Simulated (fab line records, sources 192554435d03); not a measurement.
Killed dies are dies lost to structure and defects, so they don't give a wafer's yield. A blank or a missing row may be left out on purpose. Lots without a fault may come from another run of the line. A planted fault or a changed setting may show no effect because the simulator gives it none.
A struck lot beside a sound one | flow n5_finfet | 29 steps out of a route of 1938
Sound: wafers L485.1, L485.3, L485.5. Struck: wafer L482.3. (L482.4 of the same lot was not struck and is left out.) The cause comes at the end.
At each step with rows: each side's tool, then ch and its chambers, then its first start. Under that, the readings that differ: sound wafers | struck wafers | difference of the means | sigmas: that difference in standard deviations of wafers without a fault.
alike: readings whose means differ by less than 2 such deviations, and words and numbers that are the same on both sides. not compared: withheld readings, readings that some wafer has no value for, bounds like >300 that may hide the same value, and numbers for which the record gives no deviation and whose values overlap.
The two part at a step that has a row with sigmas, a row that says differs or no value, or rows on one side only. Numbers that don't overlap but have no deviation are shown without sigmas and don't part them. A reading that every wafer of one side lacks parts them only if that side has two wafers or more.

first, 9 steps without rows for these wafers: N5_BEOL_M0_SAQP_EXPOSE_37 (exposes mask M0 CUT1, target cd 30 nm); N5_BEOL_M0_SAQP_PEB_38 (peb time 60 s); N5_BEOL_M0_SAQP_DEVELOP_39 (develop time 30 s); N5_BEOL_M0_SAQP_DESCUM_45 (chemistry O2, time 7 s); N5_BEOL_M0_SAQP_ETCH_88 (etches underlayer in N2/H2, target depth 6.5 nm, time 5.2 s); N5_BEOL_M0_SAQP_ETCH_73 (etches SiARC in CF4, target depth 19.5 nm, time 32.5 s); N5_BEOL_M0_SAQP_CUT_ETCH_46 (etches SOC in N2/H2, target depth 135 nm, overetch 27 nm, time 202.5 s); N5_BEOL_M0_SAQP_STRIP_74 (strips in N2/H2); N5_BEOL_M0_SAQP_STRIP_89 (strips in N2/H2).
N5_BEOL_M0_SAQP_ALD_48: deposits SiO2, target thk 20 nm, pulse time 1 s, co reactant pulse time 1 s.
  sound on ald_sin-03 ch 0,2, day 11 04:10; struck on ald_sin-04 ch 3, day 10 13:46
  reading                                       | sound        | struck | difference | sigmas
  ald_cycles                                    | 139 139 139  | 147    | +8         |
  model.SiO2_of_BEOL_M0_SAQP_ALD_48.thk_nm (nm) | 20 20.2 20.2 | 21.2   | +1.1       |
  alike: heater_power_w, precursor_pulse_height_rel
  not compared: since_wet_clean_h
then, 15 steps without rows for these wafers: N5_BEOL_M0_SAQP_ETCH_49 (etches SiO2 in CF4/O2, target depth 37 nm); N5_BEOL_M0_SAQP_STRIP_75 (strips in CF4); N5_BEOL_M0_CUTY_COAT_50 (time 60 s, resist thk 15 nm); N5_BEOL_M0_CUTY_COAT_51 (resist thk 150 nm); N5_BEOL_M0_CUTY_EBR_52; N5_BEOL_M0_CUTY_SOFTBAKE_53 (time 60 s); N5_BEOL_M0_CUTY_EXPOSE_54 (exposes mask M0 ABLK); N5_BEOL_M0_CUTY_PEB_55 (peb time 60 s); N5_BEOL_M0_CUTY_DEVELOP_56 (develop time 30 s); N5_BEOL_M0_CUTY_DESCUM_61 (chemistry O2, time 7.9 s); N5_BEOL_M0_CUTY_ETCH_62 (etches SiARC in CF4, time 58.5 s); N5_BEOL_M0_CUTY_ETCH_63 (etches SOC in N2/H2, target depth 82.7 nm, overetch 16.5 nm, time 124 s); N5_BEOL_M0_CUTY_STRIP_64 (strips in N2/H2); N5_BEOL_M0_ETCH_138 (etches SiCN in CH3F/O2, target depth 12 nm, time 31.6 s); N5_BEOL_M0_HM_OPEN_105 (chemistry Cl2/BCl3, target TiN, target depth 12 nm).
N5_BEOL_M0_STRIP_140: strips in CF4.
  sound on rie_diel-05 ch 0,2,3, day 11 06:53; struck on rie_diel-06 ch 3, day 10 17:37
  reading                                       | sound        | struck | difference | sigmas
  model.SiO2_of_BEOL_M0_SAQP_ALD_48.thk_nm (nm) | 11 11.6 11.4 | 12.8   | +1.5       |
  alike: chamber_pressure_mTorr, drypump_motor_current_A, oes_product_au, rf_vpp_V, showerhead_plenum_p_Torr, throttle_valve_pct
  not compared: rf_hours_counter_h
then, 1 step without rows for these wafers: N5_BEOL_M0_STRIP_104 (strips in N2/H2).
-- the record jumps here: 3 days lie between the struck wafers' starts before and after (it left off in module BEOL_M0 and takes up again in module BEOL_M4, whose first step shown is number 1111 of the route) --
N5_BEOL_M4_RC_MEAS_101:
  sound on prober-02 ch 0, day 14 01:37; struck on prober-02 ch 0, day 13 20:31
  alike: DIBL_N, DIBL_P, IOFF_N, IOFF_P, ION_N, ION_P, SS_N, SS_P, VT_N, VT_P
then, 1 step without rows for these wafers: N5_PASSIVATION_PROBE_49.

WHERE THEY PART
Nowhere in this record.

WHY: what the simulator had put in
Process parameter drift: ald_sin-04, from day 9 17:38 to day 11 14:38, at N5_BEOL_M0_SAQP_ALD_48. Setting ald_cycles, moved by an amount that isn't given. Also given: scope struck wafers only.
